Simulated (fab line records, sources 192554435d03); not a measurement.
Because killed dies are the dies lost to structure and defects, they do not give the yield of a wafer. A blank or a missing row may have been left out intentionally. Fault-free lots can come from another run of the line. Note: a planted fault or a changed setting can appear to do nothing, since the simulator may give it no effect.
fab line records + flow n5_finfet + part 1 of 2: steps 1 to 5 of 6
[record]
- lots = 9
- wafers = 27
- last_day = 19
route steps=1938 shown SDB@375 HKMG_FIN@398 BEOL_M4@1111 PASSIVATION@1936
lots that met no fault: taken from a fault-free run of the same line
start_h: hours from the record's opening day to when the first of the lot's shown wafers began + wait_h: how many hours have passed since the lot's step before this one + " the same as in the row above + L1.1+2: a row that stands for several wafers + - value missing, or start not given + * or withheld: withheld + < > ~ a bound
route shown NAME@n: NAME is a module with steps in the file, n the number in the route of the first one + usual: mean and standard deviation over wafers with no fault + same: alike in all rows + chamber/n: place in a boat + sites: each site's reading + _std_site: how widely they spread, as a standard deviation + _edge_site: the outer-site mean with the inner-site mean subtracted + radius_mm: how far each site lies from the wafer's centre + mask NAME#n: copy n + behind: tool/chamber where the wafer was last shaped + hold: cause of the lot's hold/its duration in hours/its outcome + device: the transistor (n, p or np) that didn't switch + end of line: tests run on the same wafers once the route is complete + step lacking rows: just its recipe + killed: dies that structure and defects cost at the first sort, which is not the same as the wafer's yield + map: a wafer's dies, marking killed ones x, the rest . and places with no die _
set.NAME: the setting the step ran with; set.NAME@STEP: the setting that earlier step ran with + model.NAME: the simulator's own value behind a step, which no gauge read
the route's steps for a sample of lots (tables are steps, rows are wafers)
services: the hour from which a tool's chamber was out of use, counted from the record's first day as start_h (under 0 if before that day), plus the number of hours and why
[[steps]]
[step N5_SDB_THK_MEAS_31]
[recipe]
- reads = a-Si_of_DUMMY_GATE_CVD_03
[usual]
- SDB_THK = 64.1/0.9
| lot.wafer | tool          | chamber | start_h | wait_h | SDB_THK[nm] |
|-----------|---------------|---------|---------|--------|-------------|
| L906.2    | film_metro-02 | -       | 71.11   | -      | 63.7        |
| L906.3    | "             | -       | "       | "      | 64.1        |
| L906.5    | "             | -       | "       | "      | 65.1        |
| L907.3    | film_metro-01 | -       | 77.32   | -      | 63.9        |
| L907.5    | "             | -       | "       | "      | 64.0        |
| L907.6    | "             | -       | "       | "      | 66.0        |
| L915.1    | film_metro-01 | -       | 124.88  | -      | 65.4        |
| L915.3    | "             | -       | "       | "      | 63.6        |
| L915.6    | "             | -       | "       | "      | 64.9        |
| L916.1    | film_metro-02 | -       | 133.26  | -      | 64.5        |
| L916.3    | "             | -       | "       | "      | 64.2        |
| L916.4    | "             | -       | "       | "      | 63.7        |
| L918.1    | film_metro-02 | -       | 142.43  | -      | 63.7        |
| L918.2    | "             | -       | "       | "      | 64.2        |
| L918.6    | "             | -       | "       | "      | 63.8        |
| L917.3    | film_metro-02 | -       | 145.85  | -      | 62.2        |
| L917.4    | "             | -       | "       | "      | 63.8        |
| L917.6    | "             | -       | "       | "      | 63.6        |
| L925.1    | film_metro-01 | -       | 184.56  | -      | 64.6        |
| L925.3    | "             | -       | "       | "      | 63.0        |
| L925.6    | "             | -       | "       | "      | 62.8        |
| L926.1    | film_metro-01 | -       | 191.21  | -      | 65.4        |
| L926.3    | "             | -       | "       | "      | 65.3        |
| L926.4    | "             | -       | "       | "      | 65.6        |
| L929.2    | film_metro-01 | -       | 208.53  | -      | 65.2        |
| L929.5    | "             | -       | "       | "      | 63.8        |
| L929.6    | "             | -       | "       | "      | 64.9        |
[step N5_HKMG_FIN_CD_MEAS_49]
[recipe]
- target_cd_nm = 202
- landing_energy_ev = 500
- detector = se_inlens
- polarity = opening
[usual]
- cd_nm = 202.2/0.57
| lot.wafer | tool      | chamber | start_h | wait_h | cd_nm |
|-----------|-----------|---------|---------|--------|-------|
| L906.2    | cd_sem-02 | 0       | 72.61   | -      | 203.1 |
| L906.3    | "         | 0       | "       | "      | 202.3 |
| L906.5    | "         | 0       | "       | "      | 202.7 |
| L907.3    | cd_sem-02 | 0       | 78.88   | -      | 202.4 |
| L907.5    | "         | 0       | "       | "      | 202.6 |
| L907.6    | "         | 0       | "       | "      | 202.6 |
| L915.1    | cd_sem-02 | 0       | 126.44  | -      | 202.0 |
| L915.3    | "         | 0       | "       | "      | 202.0 |
| L915.6    | "         | 0       | "       | "      | 201.8 |
| L916.1    | cd_sem-01 | 0       | 134.69  | -      | 201.6 |
| L916.3    | "         | 0       | "       | "      | 201.8 |
| L916.4    | "         | 0       | "       | "      | 201.3 |
| L918.1    | cd_sem-02 | 0       | 144.03  | -      | 202.6 |
| L918.2    | "         | 0       | "       | "      | 203.0 |
| L918.6    | "         | 0       | "       | "      | 202.6 |
| L917.3    | cd_sem-03 | 0       | 147.43  | -      | 201.8 |
| L917.4    | "         | 0       | "       | "      | 202.0 |
| L917.6    | "         | 0       | "       | "      | 201.7 |
| L925.1    | cd_sem-01 | 0       | 185.99  | -      | 201.9 |
| L925.3    | "         | 0       | "       | "      | 202.6 |
| L925.6    | "         | 0       | "       | "      | 202.0 |
| L926.1    | cd_sem-02 | 0       | 192.66  | -      | 202.9 |
| L926.3    | "         | 0       | "       | "      | 203.6 |
| L926.4    | "         | 0       | "       | "      | 202.0 |
| L929.2    | cd_sem-03 | 0       | 210.06  | -      | 201.2 |
| L929.5    | "         | 0       | "       | "      | 201.7 |
| L929.6    | "         | 0       | "       | "      | 201.4 |
[step N5_HKMG_FIN_STRIP_60]
[recipe]
- chemistry = N2/H2
- power_w = 2500
- temp_c = 300
- h2_frac = 0.65
- time_s = 360
- pressure_mtorr = withheld
- n2_flow_sccm = 1750
- h2_flow_sccm = 3250
[usual]
- drypump_motor_current_A = 5.8/0.46
- heater_power_w = 469/50
| lot.wafer | tool            | chamber | start_h | wait_h | drypump_motor_current_A | heater_power_w | rf_hours_counter_h |
|-----------|-----------------|---------|---------|--------|-------------------------|----------------|--------------------|
| L906.2    | plasma_asher-02 | 1       | 73.58   | 0.0    | 5.4                     | 461            | 82                 |
| L906.3    | "               | 1       | "       | "      | 5.4                     | 448            | -                  |
| L906.5    | "               | 1       | "       | "      | 5.4                     | 465            | -                  |
| L907.3    | plasma_asher-01 | 1       | 79.96   | 0.1    | 6.4                     | 469            | -                  |
| L907.5    | "               | 0       | "       | "      | 5.3                     | 567            | -                  |
| L907.6    | "               | 1       | "       | "      | 6.4                     | 467            | -                  |
| L915.1    | plasma_asher-02 | 1       | 127.46  | 0.0    | 5.4                     | 448            | 91                 |
| L915.3    | "               | 1       | "       | "      | 5.4                     | 451            | -                  |
| L915.6    | "               | 1       | "       | "      | 5.4                     | 447            | -                  |
| L916.1    | plasma_asher-02 | 1       | 135.68  | 0.0    | 5.4                     | 450            | 93                 |
| L916.3    | "               | 1       | "       | "      | 5.5                     | 443            | -                  |
| L916.4    | "               | 0       | "       | "      | 6.2                     | 424            | -                  |
| L918.1    | plasma_asher-02 | 0       | 145.15  | 0.0    | 6.2                     | 414            | 94                 |
| L918.2    | "               | 1       | "       | "      | 5.4                     | 452            | 94                 |
| L918.6    | "               | 1       | "       | "      | 5.4                     | 450            | -                  |
| L917.3    | plasma_asher-02 | 1       | 148.58  | 0.1    | 5.4                     | 450            | -                  |
| L917.4    | "               | 0       | "       | "      | 6.2                     | 428            | -                  |
| L917.6    | "               | 0       | "       | "      | 6.2                     | 420            | -                  |
| L925.1    | plasma_asher-02 | 1       | 187.23  | 0.0    | 5.4                     | 447            | 104                |
| L925.3    | "               | 1       | "       | "      | 5.4                     | 446            | -                  |
| L925.6    | "               | 0       | "       | "      | 6.2                     | 417            | -                  |
| L926.1    | plasma_asher-02 | 1       | 193.66  | 0.0    | 5.4                     | 446            | 106                |
| L926.3    | "               | 0       | "       | "      | 6.2                     | 419            | -                  |
| L926.4    | "               | 1       | "       | "      | 5.4                     | 466            | -                  |
| L929.2    | plasma_asher-02 | 1       | 211.03  | 0.0    | 5.4                     | 458            | 108                |
| L929.5    | "               | 1       | "       | "      | 5.4                     | 460            | -                  |
| L929.6    | "               | 0       | "       | "      | 6.2                     | 410            | -                  |
[step N5_HKMG_FIN_ALD_79]
[recipe]
- material = TiN
- target_thk_a = 15
- temp_c = 400
- ald_precursor_family = TiCl4
- ald_co_reactant = NH3
- pulse_time_s = 1
- purge_time_s = 3
- co_reactant_purge_time_s = 2
- co_reactant_pulse_time_s = 2
- ald_cycles = 68
- pressure_torr = 3
[usual]
- ald_cycles = 68/0
- chamber_pressure_Torr = 3.001/0.0063
- co_reactant_pulse_time_s = 2/0
- heater_power_w = 897/100
- precursor_pulse_height_rel = 1.002/0.021
- susceptor_temp_C = 400.02/0.24
| lot.wafer | tool         | chamber | start_h | wait_h | ald_cycles | chamber_pressure_Torr | co_reactant_pulse_time_s | heater_power_w | precursor_pulse_height_rel | susceptor_temp_C |
|-----------|--------------|---------|---------|--------|------------|-----------------------|--------------------------|----------------|----------------------------|------------------|
| L906.2    | ald_metal-01 | 3       | 74.06   | 0.0    | 68         | 3.000                 | 2                        | 947            | 1.001                      | 400.21           |
| L906.3    | "            | 1       | "       | "      | 68         | 2.999                 | 2                        | 828            | 1.010                      | 400.04           |
| L906.5    | "            | 1       | "       | "      | 68         | 3.015                 | 2                        | 828            | 1.009                      | 399.95           |
| L907.3    | ald_metal-02 | 2       | 80.33   | 0.0    | 68         | 3.001                 | 2                        | 1117           | 1.035                      | 399.55           |
| L907.5    | "            | 0       | "       | "      | 68         | 2.995                 | 2                        | 1033           | 0.997                      | 400.46           |
| L907.6    | "            | 3       | "       | "      | 68         | 3.003                 | 2                        | 1143           | 0.999                      | 400.20           |
| L915.1    | ald_metal-04 | 0       | 127.95  | 0.0    | -          | -                     | -                        | -              | -                          | -                |
| L915.3    | "            | 1       | "       | "      | -          | -                     | -                        | -              | -                          | -                |
| L915.6    | "            | 2       | "       | "      | -          | -                     | -                        | -              | -                          | -                |
| L916.1    | ald_metal-01 | 2       | 136.17  | 0.0    | -          | -                     | -                        | -              | -                          | -                |
| L916.3    | "            | 0       | "       | "      | -          | -                     | -                        | -              | -                          | -                |
| L916.4    | "            | 1       | "       | "      | -          | -                     | -                        | -              | -                          | -                |
| L918.1    | ald_metal-01 | 1       | 145.65  | 0.0    | -          | -                     | -                        | -              | -                          | -                |
| L918.2    | "            | 2       | "       | "      | -          | -                     | -                        | -              | -                          | -                |
| L918.6    | "            | 0       | "       | "      | -          | -                     | -                        | -              | -                          | -                |
| L917.3    | ald_metal-01 | 0       | 148.96  | 0.0    | 68         | 2.995                 | 2                        | 890            | 0.997                      | 400.18           |
| L917.4    | "            | 1       | "       | "      | 68         | 2.997                 | 2                        | 848            | 1.015                      | 400.17           |
| L917.6    | "            | 0       | "       | "      | 68         | 2.992                 | 2                        | 856            | 1.004                      | 400.03           |
| L925.1    | ald_metal-04 | 3       | 187.79  | 0.0    | 68         | 3.007                 | 2                        | 863            | 0.982                      | 400.19           |
| L925.3    | "            | 0       | "       | "      | 68         | 3.004                 | 2                        | 869            | 0.979                      | 399.93           |
| L925.6    | "            | 0       | "       | "      | 68         | 2.999                 | 2                        | 883            | 0.999                      | 399.83           |
| L926.1    | ald_metal-01 | 0       | 194.15  | 0.0    | 68         | 3.008                 | 2                        | 841            | 1.000                      | 399.84           |
| L926.3    | "            | 1       | "       | "      | 68         | 2.996                 | 2                        | 845            | 1.014                      | 400.14           |
| L926.4    | "            | 3       | "       | "      | 68         | 3.001                 | 2                        | 952            | 1.029                      | 400.30           |
| L929.2    | ald_metal-04 | 0       | 211.52  | 0.0    | 68         | 2.999                 | 2                        | 858            | 0.976                      | 399.57           |
| L929.5    | "            | 3       | "       | "      | 68         | 2.995                 | 2                        | 874            | 1.031                      | 400.38           |
| L929.6    | "            | 2       | "       | "      | 68         | 2.998                 | 2                        | 772            | 0.992                      | 400.02           |
[step N5_BEOL_M4_RC_MEAS_101]
[usual]
- DIBL_N = 36.1/1.3
- DIBL_P = 36.1/1.7
- EOT_N = 10.52/0.075
- EOT_P = 10.47/0.082
- IGATE_N = 0.0129/0.0015
- IGATE_P = 0.0038/0.00045
- IOFF_N = 0.154/0.022
- IOFF_N_85C = 3.0/0.36
- IOFF_N_LIN = 0.072/0.0088
- IOFF_N_LONG = 5.47e-05/2.6e-06
- IOFF_P = 0.201/0.024
- IOFF_P_85C = 3.5/0.36
- IOFF_P_LIN = 0.096/0.0093
- IOFF_P_LONG = 0.000102/7.6e-06
- ION_N = 675/8.9
- ION_P = 462/5.9
- SS_N = 71.5/0.49
- SS_P = 73.3/0.58
- VT_N = 250.0/2.7
- VT_N_LONG = 275.2/1.9
- VT_N_LVT = 98.5/2.8
- VT_P = -251.3/2.7
- VT_P_LONG = -276.1/2.9
- VT_P_LVT = -99.6/1.9
| lot.wafer | tool      | chamber | start_h | wait_h | DIBL_N[mV/V] | DIBL_P[mV/V] | EOT_N | EOT_P | IGATE_N[nA/um] | IGATE_P[nA/um] | IOFF_N[nA/um] | IOFF_N_85C[nA/um] | IOFF_N_LIN[nA/um] | IOFF_N_LONG[nA/um] | IOFF_P[nA/um] | IOFF_P_85C[nA/um] | IOFF_P_LIN[nA/um] | IOFF_P_LONG[nA/um] | ION_N[uA/um] | ION_P[uA/um] | SS_N[mV/dec] | SS_P[mV/dec] | VT_N[mV] | VT_N_LONG[mV] | VT_N_LVT[mV] | VT_P[mV] | VT_P_LONG[mV] | VT_P_LVT[mV] |
|-----------|-----------|---------|---------|--------|--------------|--------------|-------|-------|----------------|----------------|---------------|-------------------|-------------------|--------------------|---------------|-------------------|-------------------|--------------------|--------------|--------------|--------------|--------------|----------|---------------|--------------|----------|---------------|--------------|
| L906.2    | prober-01 | 0       | 164.01  | 0.2    | 35.6         | 34.7         | 10.56 | 10.38 | 0.0141         | 0.0042         | 0.148         | 2.9               | 0.072             | 5.5e-05            | 0.194         | 3.3               | 0.093             | 0.000102           | 674          | 468          | 71.6         | 73.1         | 249.6    | 275.8         | 98.4         | -251.0   | -278.6        | -100.8       |
| L906.3    | "         | 0       | "       | "      | 35.7         | 34.9         | 10.42 | 10.38 | 0.0161         | 0.0048         | 0.151         | 2.9               | 0.071             | 5.46e-05           | 0.200         | 3.4               | 0.095             | 0.000102           | 688          | 470          | 72.3         | 73.5         | 249.3    | 275.3         | 100.3        | -249.6   | -277.6        | -99.3        |
| L906.5    | "         | 0       | "       | "      | 35.3         | 34.9         | 10.43 | 10.39 | 0.0142         | 0.0042         | 0.147         | 2.9               | 0.070             | 5.47e-05           | 0.196         | 3.4               | 0.093             | 0.000105           | 678          | 463          | 72.2         | 72.6         | 247.7    | 274.2         | 99.9         | -250.2   | -276.2        | -99.8        |
| L907.3    | prober-02 | 0       | 170.07  | 0.3    | 34.0         | 33.8         | 10.47 | 10.58 | 0.0130         | 0.0038         | 0.133         | 2.8               | 0.064             | 5.29e-05           | 0.171         | 3.1               | 0.085             | 9.6e-05            | 662          | 449          | 71.7         | 72.9         | 250.9    | 275.1         | 101.9        | -255.2   | -276.0        | -102.4       |
| L907.5    | "         | 0       | "       | "      | 33.7         | 33.7         | 10.39 | 10.50 | 0.0136         | 0.0040         | 0.128         | 2.6               | 0.063             | 5.44e-05           | 0.170         | 3.1               | 0.086             | 9.7e-05            | 672          | 464          | 71.9         | 73.1         | 254.0    | 277.3         | 102.4        | -254.0   | -276.7        | -101.2       |
| L907.6    | "         | 0       | "       | "      | 33.8         | 33.5         | 10.54 | 10.61 | 0.0115         | 0.0034         | 0.129         | 2.7               | 0.063             | 5.41e-05           | 0.167         | 3.1               | 0.085             | 9.6e-05            | 662          | 456          | 71.2         | 72.6         | 252.7    | 276.5         | 102.8        | -255.0   | -277.7        | -102.7       |
| L915.1    | prober-02 | 0       | 231.69  | 0.0    | 34.1         | 32.8         | 10.02 | 9.94  | 0.0626         | 0.0195         | 0.039         | 0.9               | 0.018             | 3.11e-05           | 0.005         | 0.2               | 0.003             | 4.7e-05            | 576          | 293          | 73.0         | 76.2         | 293.0    | 316.1         | 143.2        | -355.7   | -378.7        | -208.9       |
| L915.3    | "         | 0       | "       | "      | 33.9         | 33.7         | 9.94  | 9.95  | 0.0683         | 0.0210         | 0.043         | 1.0               | 0.020             | 3.07e-05           | 0.006         | 0.2               | 0.003             | 4.6e-05            | 585          | 298          | 73.3         | 76.7         | 291.8    | 312.5         | 140.9        | -356.9   | -378.9        | -207.3       |
| L915.6    | "         | 0       | "       | "      | 35.7         | 35.4         | 10.05 | 9.99  | 0.0585         | 0.0181         | 0.050         | 1.2               | 0.023             | 3.07e-05           | 0.007         | 0.2               | 0.003             | 4.4e-05            | 591          | 300          | 73.2         | 77.4         | 287.2    | 311.4         | 138.3        | -357.1   | -378.9        | -205.8       |
| L916.1    | prober-01 | 0       | 234.47  | 0.0    | 35.2         | 34.3         | 10.07 | 10.09 | 0.0536         | 0.0168         | 0.036         | 0.9               | 0.018             | 2.93e-05           | 0.006         | 0.2               | 0.003             | 4.7e-05            | 576          | 295          | 72.7         | 76.0         | 292.2    | 316.0         | 142.8        | -360.2   | -381.1        | -209.6       |
| L916.3    | "         | 0       | "       | "      | 36.6         | 35.9         | 10.02 | 9.86  | 0.0627         | 0.0199         | 0.046         | 1.1               | 0.021             | 2.97e-05           | 0.006         | 0.2               | 0.003             | 4.1e-05            | 585          | 298          | 72.9         | 77.3         | 288.9    | 315.9         | 140.7        | -359.8   | -381.9        | -207.0       |
| L916.4    | "         | 0       | "       | "      | 33.8         | 32.5         | 10.03 | 9.98  | 0.0554         | 0.0174         | 0.033         | 0.9               | 0.016             | 2.93e-05           | 0.005         | 0.2               | 0.003             | 4.6e-05            | 578          | 295          | 72.5         | 76.2         | 293.1    | 315.0         | 144.1        | -359.2   | -381.6        | -210.8       |
| L918.1    | prober-01 | 0       | 259.59  | 0.0    | 34.9         | 33.4         | 10.08 | 9.99  | 0.0610         | 0.0193         | 0.041         | 1.0               | 0.020             | 3.14e-05           | 0.006         | 0.2               | 0.003             | 5e-05              | 585          | 302          | 72.1         | 75.7         | 288.7    | 313.5         | 137.8        | -353.3   | -376.3        | -205.1       |
| L918.2    | "         | 0       | "       | "      | 36.0         | 34.4         | 10.16 | 10.08 | 0.0547         | 0.0172         | 0.046         | 1.1               | 0.021             | 3.17e-05           | 0.007         | 0.2               | 0.003             | 4.4e-05            | 585          | 300          | 72.8         | 76.5         | 289.6    | 312.4         | 138.0        | -357.6   | -380.0        | -205.9       |
| L918.6    | "         | 0       | "       | "      | 35.6         | 34.1         | 10.02 | 10.01 | 0.0576         | 0.0180         | 0.045         | 1.1               | 0.021             | 3.19e-05           | 0.006         | 0.2               | 0.003             | 4.6e-05            | 591          | 302          | 72.6         | 76.6         | 288.8    | 312.7         | 138.0        | -359.6   | -380.6        | -205.8       |
| L917.3    | prober-02 | 0       | 259.86  | 0.3    | 36.7         | 37.2         | 10.51 | 10.40 | 0.0134         | 0.0040         | 0.167         | 3.3               | 0.078             | 5.46e-05           | 0.223         | 3.8               | 0.105             | 0.000105           | 682          | 467          | 71.5         | 73.8         | 245.8    | 277.3         | 98.1         | -248.0   | -277.8        | -99.0        |
| L917.4    | "         | 0       | "       | "      | 34.8         | 33.9         | 10.42 | 10.39 | 0.0139         | 0.0041         | 0.126         | 2.6               | 0.063             | 5.47e-05           | 0.174         | 3.1               | 0.088             | 0.000106           | 671          | 460          | 70.7         | 72.4         | 251.2    | 278.9         | 101.4        | -251.6   | -275.4        | -101.5       |
| L917.6    | "         | 0       | "       | "      | 35.8         | 36.8         | 10.60 | 10.64 | 0.0100         | 0.0029         | 0.159         | 3.1               | 0.077             | 5.44e-05           | 0.221         | 3.7               | 0.105             | 0.000107           | 686          | 473          | 71.5         | 73.1         | 247.0    | 277.4         | 97.1         | -249.2   | -274.3        | -98.7        |
| L925.1    | prober-01 | 0       | 289.51  | 0.0    | 35.4         | 35.5         | 10.54 | 10.48 | 0.0121         | 0.0036         | 0.150         | 3.0               | 0.071             | 5.48e-05           | 0.197         | 3.5               | 0.099             | 0.000102           | 676          | 465          | 71.8         | 72.6         | 249.4    | 272.8         | 98.2         | -252.2   | -274.0        | -99.5        |
| L925.3    | "         | 0       | "       | "      | 34.2         | 33.2         | 10.69 | 10.56 | 0.0110         | 0.0032         | 0.120         | 2.5               | 0.060             | 5.48e-05           | 0.163         | 3.0               | 0.087             | 0.000101           | 666          | 456          | 71.3         | 72.9         | 252.3    | 276.3         | 101.9        | -252.5   | -274.7        | -101.1       |
| L925.6    | "         | 0       | "       | "      | 36.5         | 36.5         | 10.60 | 10.60 | 0.0109         | 0.0032         | 0.167         | 3.3               | 0.078             | 5.5e-05            | 0.208         | 3.7               | 0.103             | 0.000101           | 680          | 468          | 72.3         | 73.0         | 248.5    | 275.9         | 96.4         | -249.7   | -275.3        | -98.0        |
| L926.1    | prober-02 | 0       | 293.24  | 0.0    | 38.8         | 38.7         | 10.62 | 10.59 | 0.0116         | 0.0035         | 0.206         | 3.8               | 0.093             | 5.48e-05           | 0.234         | 4.0               | 0.105             | 9.5e-05            | 693          | 465          | 72.0         | 74.5         | 246.4    | 273.3         | 94.1         | -251.8   | -277.2        | -100.2       |
| L926.3    | "         | 0       | "       | "      | 38.5         | 38.0         | 10.58 | 10.47 | 0.0126         | 0.0039         | 0.195         | 3.6               | 0.089             | 5.37e-05           | 0.228         | 3.9               | 0.103             | 9.4e-05            | 696          | 471          | 71.5         | 74.8         | 247.9    | 277.7         | 95.8         | -251.2   | -277.6        | -100.0       |
| L926.4    | "         | 0       | "       | "      | 36.1         | 35.9         | 10.53 | 10.48 | 0.0129         | 0.0039         | 0.144         | 2.8               | 0.069             | 5.32e-05           | 0.182         | 3.2               | 0.087             | 9.4e-05            | 675          | 458          | 71.0         | 73.2         | 250.5    | 274.7         | 99.3         | -255.0   | -279.6        | -102.7       |
| L929.2    | prober-01 | 0       | 322.61  | 0.2    | 35.0         | 35.5         | 10.55 | 10.53 | 0.0120         | 0.0035         | 0.129         | 2.7               | 0.065             | 5.13e-05           | 0.156         | 2.8               | 0.079             | 9.3e-05            | 667          | 456          | 71.1         | 73.3         | 251.5    | 278.8         | 97.4         | -255.6   | -278.4        | -100.9       |
| L929.5    | "         | 0       | "       | "      | 35.0         | 36.1         | 10.58 | 10.51 | 0.0128         | 0.0036         | 0.136         | 2.8               | 0.067             | 5.09e-05           | 0.168         | 3.0               | 0.083             | 9.3e-05            | 678          | 460          | 71.8         | 72.9         | 249.9    | 277.9         | 95.9         | -253.4   | -280.5        | -100.5       |
| L929.6    | "         | 0       | "       | "      | 35.9         | 36.4         | 10.66 | 10.51 | 0.0130         | 0.0037         | 0.141         | 2.8               | 0.070             | 5.17e-05           | 0.169         | 3.0               | 0.083             | 9.3e-05            | 677          | 462          | 72.3         | 73.3         | 250.5    | 276.9         | 96.6         | -256.6   | -277.0        | -101.0       |
[[key]]
[first_sign]
- step = N5_HKMG_FIN_ALD_79
- reading = tool_record
- direction = missing
[effect]
- step = N5_BEOL_M4_RC_MEAS_101
- reading = VT_P_LVT
- direction = down
- sigmas = 57
- usual = -99.6
- struck = -207.4
[effect]
- step = N5_BEOL_M4_RC_MEAS_101
- reading = VT_P
- direction = down
- sigmas = 40
- usual = -251.3
- struck = -357.7
[effect]
- step = N5_BEOL_M4_RC_MEAS_101
- reading = VT_P_LONG
- direction = down
- sigmas = 36
- usual = -276.1
- struck = -379.8
[effect]
- step = N5_BEOL_M4_RC_MEAS_101
- reading = IGATE_P
- direction = up
- sigmas = 33
- usual = 0.0038
- struck = 0.0186
[effect]
- step = N5_BEOL_M4_RC_MEAS_101
- reading = IGATE_N
- direction = up
- sigmas = 32
- usual = 0.0129
- struck = 0.0594
[effect]
- step = N5_BEOL_M4_RC_MEAS_101
- reading = ION_P
- direction = down
- sigmas = 28
- usual = 462
- struck = 298
[effect]
- step = N5_BEOL_M4_RC_MEAS_101
- reading = VT_N_LONG
- direction = up
- sigmas = 21
- usual = 275.2
- struck = 313.9
[effect]
- step = N5_BEOL_M4_RC_MEAS_101
- reading = VT_N
- direction = up
- sigmas = 15
- usual = 250.0
- struck = 290.4
[effect]
- step = N5_BEOL_M4_RC_MEAS_101
- reading = VT_N_LVT
- direction = up
- sigmas = 15
- usual = 98.5
- struck = 140.4
[effect]
- step = N5_BEOL_M4_RC_MEAS_101
- reading = ION_N
- direction = down
- sigmas = 10
- usual = 675
- struck = 584
[effect]
- step = N5_BEOL_M4_RC_MEAS_101
- reading = IOFF_P_LIN
- direction = down
- sigmas = 10
- usual = 0.096
- struck = 0.003
[effect]
- step = N5_BEOL_M4_RC_MEAS_101
- reading = IOFF_N_LONG
- direction = down
- sigmas = 9.4
- usual = 5.47e-05
- struck = 3.07e-05
[effect]
- step = N5_PASSIVATION_PROBE_49
- reading = sort_bin_8_speed
- direction = up
- sigmas = 99+
- usual = 0
- struck = 58.42
[more_kills_born_at]
- N5_HKMG_FIN_ALD_79@ald_metal-01 = 2294
- N5_HKMG_FIN_ALD_79@ald_metal-04 = 1148
met_at N5_HKMG_FIN_ALD_79
struck_lots L915,L916,L918
not_acting_at N5_SDB_THK_MEAS_31,N5_HKMG_FIN_CD_MEAS_49,N5_HKMG_FIN_STRIP_60
onset_between 74.06 127.95
[fault]
- kind = skipped_step_whole
- tool = ald_metal-01,ald_metal-04
- chamber = -
- onset_h = 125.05
- steps = N5_HKMG_FIN_ALD_79
- scope = struck_lots_only
